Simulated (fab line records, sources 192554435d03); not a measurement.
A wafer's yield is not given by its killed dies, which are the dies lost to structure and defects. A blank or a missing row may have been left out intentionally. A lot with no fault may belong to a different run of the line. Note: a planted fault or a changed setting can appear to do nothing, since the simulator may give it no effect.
Which tool was responsible?    flow n5 finfet    Sampling: 10 lots, 27 wafers, 5 of 1938 route steps

WHAT THE GAUGES READ, wafer by wafer
N5_HKMG_FIN_CD_MEAS_12: the cd target is 92.8 nm. Usual: cd nm at 92.9 nm, with a standard deviation of 0.62.
lot   measured     on         cd nm (nm)      flag
L585  day 4 03:25  cd sem-01  93.0 92.6 92.6  
L586  day 4 12:44  cd sem-01  94.1 94.3 93.6  
L590  day 5 08:39  cd sem-01  92.4 92.8 92.2  
L594  day 6 17:07  cd sem-03  94.0 93.0 93.8  
L596  day 7 01:16  cd sem-03  92.6 94.1 93.7  
L602  day 8 09:36  cd sem-03  93.2 92.6 92.0  
L604  day 8 20:49  cd sem-01  92.4 92.3       
L605  day 9 03:19  cd sem-01  92.2 92.4       
L606  day 9 10:30  cd sem-01  93.0 93.0 93.0  
L607  day 9 14:05  cd sem-03  92.4 92.7       

N5_BEOL_M4_RC_MEAS_101. Usual: DIBL_N 36.5 mV/V, standard deviation 1.4; DIBL_P 36.6 mV/V, standard deviation 1.6; IOFF_N 0.160 nA/um, standard deviation 0.024; IOFF_P 0.217 nA/um, standard deviation 0.029; ION_N 674 uA/um, standard deviation 8.7; ION_P 464 uA/um, standard deviation 6.5; SS_N 71.6 mV/dec, standard deviation 0.47; SS_P 73.4 mV/dec, standard deviation 0.57; VT_N 250.0 mV, standard deviation 2.5; VT_P -250 mV, standard deviation 3.1.
lot   measured      on         DIBL_N (mV/V)   DIBL_P (mV/V)   IOFF_N (nA/um)     IOFF_P (nA/um)     ION_N (uA/um)  ION_P (uA/um)  SS_N (mV/dec)   SS_P (mV/dec)   VT_N (mV)          VT_P (mV)       flag
L585  day 7 23:13   prober-02  38.0 39.3 36.9  37.7 38.8 36.6  0.172 0.190 0.149  0.236 0.250 0.218  676 676 673    466 466 468    71.7 72.2 71.5  72.8 73.7 73.6  250.4 247.5 252.5  -248 -247 -250  
L586  day 8 06:04   prober-02  34.3 35.2 35.5  35.8 36.7 36.3  0.140 0.143 0.152  0.193 0.203 0.208  663 666 671    465 461 462    71.6 71.8 71.7  72.8 72.6 73.3  250.5 251.5 249.1  -251 -251 -249  
L590  day 9 18:49   prober-02  38.8 35.9 37.8  39.8 36.3 38.6  0.211 0.160 0.187  0.253 0.196 0.226  694 677 679    465 457 460    72.7 71.2 70.8  74.1 73.5 74.0  248.9 250.0 249.7  -249 -253 -253  
L594  day 10 18:02  prober-02  36.5 36.8 37.5  33.8 35.0 35.5  0.151 0.151 0.163  0.192 0.203 0.220  676 678 677    461 468 466    71.2 71.1 71.2  72.1 73.8 73.2  250.4 249.4 249.3  -251 -251 -248  
L596  day 11 02:08  prober-02  39.2 40.3 38.9  39.4 40.9 39.0  0.188 0.209 0.170  0.213 0.247 0.197  679 668 674    461 456 455    72.3 72.9 72.2  74.0 75.4 74.6  248.0 247.4 250.9  -251 -249 -254  
L602  day 12 06:28  prober-02  35.3 36.1 35.7  34.2 35.6 35.5  0.112 0.127 0.127  0.167 0.185 0.185  653 663 666    454 462 462    71.0 71.2 71.4  72.3 73.1 73.3  253.4 254.9 253.7  -255 -252 -252  
L604  day 13 00:58  prober-02  36.2 36.5       36.9 37.8       0.150 0.161        0.209 0.225        667 674        461 464        72.2 72.0       73.3 73.4       252.9 252.8        -251 -250       
L605  day 13 06:30  prober-01  36.0 34.7       36.0 33.0       0.152 0.125        0.212 0.175        674 667        466 465        71.5 71.0       72.5 72.0       253.1 252.4        -250 -250       
L606  day 12 22:23  prober-01  35.9 34.7 35.5  35.8 34.1 34.8  0.153 0.133 0.139  0.224 0.208 0.221  681 670 662    465 466 465    71.5 70.7 71.4  73.0 73.3 73.3  249.2 252.9 250.5  -249 -246 -246  
L607  day 13 13:08  prober-01  35.8 34.8       38.6 37.1       0.164 0.143        0.217 0.193        677 677        454 461        71.6 70.9       73.5 73.4       248.1 252.1        -249 -250       

TOOL THAT RAN EACH LOT (tool first, then ch and the chambers of the sampled wafers, then the start)
lot   N5_HKMG_FIN_ALD_75               N5_HKMG_FIN_ETCH_31                N5_HKMG_FIN_STRIP_34
L585  ald hk-01 ch 0,1,3, day 3 23:11  rie diel-02 ch 0,1,3, day 4 03:32  rie diel-02 ch 0,1,3, day 4 03:47
L586  ald hk-03 ch 0,1,3, day 4 09:00  rie diel-06 ch 1,2,3, day 4 12:52  rie diel-06 ch 1,2,3, day 4 13:07
L590  ald hk-03 ch 2,3, day 5 04:56    rie diel-01 ch 1,3, day 5 09:03    rie diel-01 ch 1,3, day 5 09:18
L594  ald hk-01 ch 2,3, day 6 13:19    rie diel-01 ch 0,1, day 6 17:19    rie diel-01 ch 0,1, day 6 17:34
L596  ald hk-02 ch 0,1,3, day 6 21:14  rie diel-02 ch 1,2,3, day 7 01:25  rie diel-02 ch 1,2,3, day 7 01:40
L602  ald hk-03 ch 0,3, day 8 05:38    rie diel-01 ch 1,3, day 8 09:43    rie diel-01 ch 1,3, day 8 09:58
L604  ald hk-01 ch 1,3, day 8 17:06    rie diel-01 ch 0,3, day 8 20:56    rie diel-01 ch 0,3, day 8 21:11
L605  ald hk-02 ch 0,1, day 8 22:54    rie diel-01 ch 0,1, day 9 03:27    rie diel-01 ch 0,1, day 9 03:41
L606  ald hk-01 ch 0,2,3, day 9 06:07  rie diel-06 ch 1,2,3, day 9 10:37  rie diel-06 ch 1,2,3, day 9 10:52
L607  ald hk-02 ch 2,3, day 9 10:13    rie diel-01 ch 2,3, day 9 14:12    rie diel-01 ch 2,3, day 9 14:27
- N5_HKMG_FIN_ALD_75: deposits Al2O3, target thk 1 nm, co reactant pulse time 1 s.
- N5_HKMG_FIN_ETCH_31: etches SiARC in CF4, target depth 45.5 nm, time 75.8 s.
- N5_HKMG_FIN_STRIP_34: strips in CF4.

AS READ BY THE TOOLS THEMSELVES (means over the sampled wafers that have a number; for cases with no such wafer, the mark the record gives instead)
N5_HKMG_FIN_ALD_75. Usual: heater power w 147 W, standard deviation 15; precursor pulse height rel 0.998, standard deviation 0.021.
lot   tool       heater power w (W)  precursor pulse height rel  flag
L585  ald hk-01  146                 0.997                       
L586  ald hk-03  148                 1.019                       
L590  ald hk-03  145                 0.997                       
L594  ald hk-01  166                 0.996                       
L596  ald hk-02  138                 0.988                       
L602  ald hk-03  141                 1.010                       
L604  ald hk-01  148                 1.007                       
L605  ald hk-02  138                 0.971                       
L606  ald hk-01  158                 0.995                       
L607  ald hk-02  150                 1.004                       

N5_HKMG_FIN_ETCH_31. Usual: drypump motor current A 5.8 A, standard deviation 0.44; etch rf on time s 75.6 s, standard deviation 1.1; oes product au 0.66 a.u., standard deviation 0.054; rf vpp V 184.4 V, standard deviation 1.3; showerhead plenum p Torr 2.17 Torr, standard deviation 0.082; throttle valve pct 15.64 %, standard deviation 0.21.
lot   tool         drypump motor current A (A)  etch rf on time s (s)  oes product au (a.u.)  rf vpp V (V)  showerhead plenum p Torr (Torr)  throttle valve pct (%)  flag
L585  rie diel-02  6.0                          75.3                   0.63                   184.6         2.11                             15.55                   
L586  rie diel-06  5.6                          75.6                   0.64                   185.0         2.17                             15.83                   
L590  rie diel-01  6.0                          74.3                   0.72                   185.8         2.25                             15.49                   
L594  rie diel-01  5.6                          77.1                   0.67                   183.3         2.13                             15.67                   
L596  rie diel-02  6.2                          74.6                   0.65                   184.7         2.17                             15.52                   
L602  rie diel-01  5.8                          75.2                   0.71                   184.8         2.25                             15.46                   
L604  rie diel-01  5.9                          64.7                   0.72                   184.8         2.14                             15.74                   OFF
L605  rie diel-01  5.6                          52.6                   0.83                   184.1         2.15                             15.64                   OFF
L606  rie diel-06  5.6                          74.7                   0.68                   184.1         2.15                             15.76                   
L607  rie diel-01  5.7                          52.3                   0.78                   184.6         2.21                             15.83                   OFF

N5_HKMG_FIN_STRIP_34. Usual: drypump motor current A 5.8 A, standard deviation 0.44; oes product au 0.77 a.u., standard deviation 0.061; power w 300.0 W, standard deviation 0.81; rf vpp V 271.6 V, standard deviation 1.7; showerhead plenum p Torr 1.82 Torr, standard deviation 0.07; throttle valve pct 13.61 %, standard deviation 0.22.
lot   tool         drypump motor current A (A)  oes product au (a.u.)  power w (W)  rf vpp V (V)  showerhead plenum p Torr (Torr)  throttle valve pct (%)  flag
L585  rie diel-02  6.0                          0.73                   299.2        270.7         1.76                             13.53                   
L586  rie diel-06  5.6                          0.74                   300.1        272.2         1.82                             13.80                   
L590  rie diel-01  6.0                          0.82                   301.1        272.6         1.89                             13.46                   
L594  rie diel-01  5.6                          0.79                   300.4        271.2         1.78                             13.62                   
L596  rie diel-02  6.2                          0.75                   300.3        271.2         1.82                             13.50                   
L602  rie diel-01  5.8                          0.81                   298.7        272.6         1.89                             13.43                   
L604  rie diel-01  5.9                          0.74                   299.2        271.3         1.80                             13.71                   
L605  rie diel-01  5.7                          0.78                   300.1        270.7         1.80                             13.59                   
L606  rie diel-06  5.6                          0.79                   300.1        271.3         1.80                             13.72                   
L607  rie diel-01  5.6                          0.72                   300.8        272.7         1.85                             13.82                   

THE ANSWER, worked out from the rows above alone
Rule: lot off if the mean of its wafers having a number is beyond 3 standard deviations from the usual mean. Also off: a lot with no number at a reading for which 4 or more lots have one. Where the step has rows for the other lots, those lots are counted as sound. After the gauges, taken in route order, come the tools' own readings; for these a lot's mean is taken, as printed above. At the first step where some lot is off, the reading lying furthest off is the one used; lots without a number count as furthest.
Off: L604, L605, L607 (N5_HKMG_FIN_ETCH_31, etch rf on time s).
If a tool, at that step or one of the process steps before it, ran each lot that is off and ran no sound lot following the first of them, it fits. One candidate fits, namely rie diel-01 at N5_HKMG_FIN_ETCH_31. A fault onset in the window from L602 (day 8 09:43, its last sound lot) to L604 (day 8 20:56, its first lot off) fits.
The tool's own readings at N5_HKMG_FIN_ETCH_31 bear it out: on the lots that are off they differ by more than 5 times the standard deviation of the sound lots' means. etch rf on time s reads 56.5 s there against 75.3 s on the sound lots.

WHAT THE SIMULATOR HAD PUT IN
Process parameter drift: rie diel-01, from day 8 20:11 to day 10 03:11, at N5_HKMG_FIN_ETCH_31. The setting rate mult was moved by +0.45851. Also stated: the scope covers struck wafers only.
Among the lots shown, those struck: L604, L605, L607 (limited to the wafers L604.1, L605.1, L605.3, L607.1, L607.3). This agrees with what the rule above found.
